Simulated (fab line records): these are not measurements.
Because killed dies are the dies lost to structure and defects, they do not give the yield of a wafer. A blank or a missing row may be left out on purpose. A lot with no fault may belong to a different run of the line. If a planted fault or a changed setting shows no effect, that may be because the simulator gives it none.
Comparing a struck lot with a sound one :: flow n5_finfet :: 36 out of 1938 route steps
Sound: wafers L104.3, L104.4, L104.6. The struck wafers were L100.2, L100.4, L100.6. The cause comes at the end.
Per side, at each step with rows, come the tool, then ch with its chambers, and then its first start. Under that, the readings that differ: sound wafers :: struck wafers :: difference of the means :: sigmas: that difference in standard deviations of wafers without a fault.
alike: same words and numbers on both sides, and readings whose means sit less than 2 such deviations apart. not compared: any withheld reading, any reading some wafer has no value for, any bound like >300 that may hide the same value, and any number with overlapping values for which the record gives no deviation.
Wherever a step has rows on one side only, a row that says differs or no value, or a row with sigmas, the two part there. When numbers do not overlap yet have no deviation, they are printed without sigmas and do not part them. Lack of a reading on every wafer of one side parts them only where that side has two or more wafers.

first, 11 steps without rows for these wafers: N5_PMOS_HMC_CHANNEL_EPI_PRECLEAN_36 (cleans in O3/DIW, time 45 s); N5_PMOS_HMC_CHANNEL_EPI_PRECLEAN_18 (cleans in DHF, time 30 s); N5_PMOS_HMC_CHANNEL_EPI_SRD_19 (time 30 s); N5_PMOS_HMC_CHANNEL_EPI_EPI_20 (deposits SiGe30, target thk 59 nm); N5_PMOS_HMC_CHANNEL_EPI_HM_STRIP_35 (strips SiO2 in dHF, material SiO2, target depth 39.6 nm, time 216 s); N5_PMOS_HMC_CHANNEL_EPI_SRD_39 (time 30 s); N5_PMOS_HMC_CHANNEL_EPI_CMP_21 (polishes SiGe30, target thk 54 nm); N5_PMOS_HMC_CHANNEL_EPI_PRECLEAN_40 (cleans in DHF, time 30 s); N5_PMOS_HMC_CHANNEL_EPI_PRECLEAN_37 (cleans in O3/DIW, time 45 s); N5_PMOS_HMC_CHANNEL_EPI_PRECLEAN_24 (cleans in DHF, time 30 s); N5_PMOS_HMC_CHANNEL_EPI_SRD_25 (time 30 s).
N5_PMOS_HMC_CHANNEL_EPI_EPI_26: deposits Si from SiH4/H2, target thk 3.8 nm, time 22.7 s.
  sound on epi_rpcvd-04 ch 0, day 3 08:35; struck on epi_rpcvd-02 ch 0, day 2 07:54
reading: throttle_valve_pct (%)
sound: 10.4 10.1 10.2
struck: 11.2 11.1 11.1
difference: +0.9
sigmas: +2

reading: model.Si_of_PMOS_HMC_CHANNEL_EPI_EPI_26.thk_nm (nm)
sound: 3.817 3.807 3.808
struck: 1.399 1.404 1.395
difference: -2.411
sigmas: 
then, 22 steps without rows for these wafers: N5_FIN_SAQP_PRECLEAN_42 (cleans in O3/DIW, time 60 s); N5_FIN_SAQP_PRECLEAN_00 (cleans in SC1, time 60 s); N5_FIN_SAQP_PRECLEAN_44 (cleans in SC2, time 45 s); N5_FIN_SAQP_SRD_01 (time 30 s); N5_FIN_SAQP_ALD_61 (deposits SiO2, target thk 4 nm, pulse time 1 s, purge time 2 s); N5_FIN_SAQP_DENSIFY_62 (time 60 s); N5_FIN_SAQP_HM_DEP_03 (deposits SiNx from SiH4/NH3/N2, target thk 38 nm, time 33.6 s); N5_FIN_SAQP_PECVD_47 (deposits a-Si from SiH4/He, target thk 45 nm, time 36.3 s); N5_FIN_SAQP_PECVD_48 (deposits SiNx from SiH4/NH3/N2, target thk 25 nm, time 22.1 s); N5_FIN_SAQP_PECVD_06 (deposits a-Si from SiH4/He, target thk 60 nm, time 48.1 s); N5_FIN_SAQP_HM_DEP_72 (deposits SiO2 from SiH4/N2O, target thk 12 nm, time 7.2 s); N5_FIN_SAQP_COAT_49 (time 60 s, resist thk 100 nm); N5_FIN_SAQP_COAT_50 (time 60 s, resist thk 35 nm); N5_FIN_SAQP_COAT_10 (resist thk 90 nm); N5_FIN_SAQP_EBR_12; N5_FIN_SAQP_SOFTBAKE_11 (time 60 s); N5_FIN_SAQP_EXPOSE_13 (exposes mask FIN CORE, target cd 35.6 nm); N5_FIN_SAQP_PEB_14 (peb time 60 s); N5_FIN_SAQP_DEVELOP_15 (develop time 30 s); N5_FIN_SAQP_DESCUM_21 (chemistry O2, time 7.9 s); N5_FIN_SAQP_ETCH_51 (etches SiARC in CF4, target depth 45.5 nm, time 75.8 s); N5_FIN_SAQP_ETCH_52 (etches SOC in N2/H2, target depth 100 nm, overetch 20 nm, time 150 s).
N5_STI_FIN_REVEAL_CLEAN_19: cleans in O3/DIW, time 120 s.
  sound on wet_bench-06 ch 0,1,2, day 4 04:05; struck on wet_bench-03 ch 1,2,5, day 3 04:17
reading: model.Si_of_PMOS_HMC_CHANNEL_EPI_EPI_26.thk_nm (nm)
sound: 2.4 2.4 2.4
struck: 0 0 0
difference: -2
sigmas: 
-- a jump in the record: the struck wafers' starts before and after are 6 days apart (it breaks off in module STI_FIN_REVEAL and resumes in module BEOL_M4, where the first step shown is number 1111 of the route) --
N5_BEOL_M4_RC_MEAS_101:
  sound on prober-01 ch 0, day 10 19:11; struck on prober-01 ch 0, day 8 20:02
reading: CJ_N
sound: 4.43 4.44 4.32
struck: 4.52 4.57 4.54
difference: +0.15
sigmas: +2

reading: CJ_P
sound: 5.78 5.86 5.93
struck: 6.03 6.15 6.08
difference: +0.23
sigmas: +2
  alike: DIBL_N, DIBL_P, IOFF_N, IOFF_P, ION_N, ION_P, SS_N, SS_P, VT_N, VT_P

## WHERE THEY PART
At N5_PMOS_HMC_CHANNEL_EPI_EPI_26 first; at N5_BEOL_M4_RC_MEAS_101 last (within this record only).

WHY: what the simulator had put in
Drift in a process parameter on epi_rpcvd-02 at N5_PMOS_HMC_CHANNEL_EPI_EPI_26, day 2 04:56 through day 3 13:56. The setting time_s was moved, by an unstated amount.
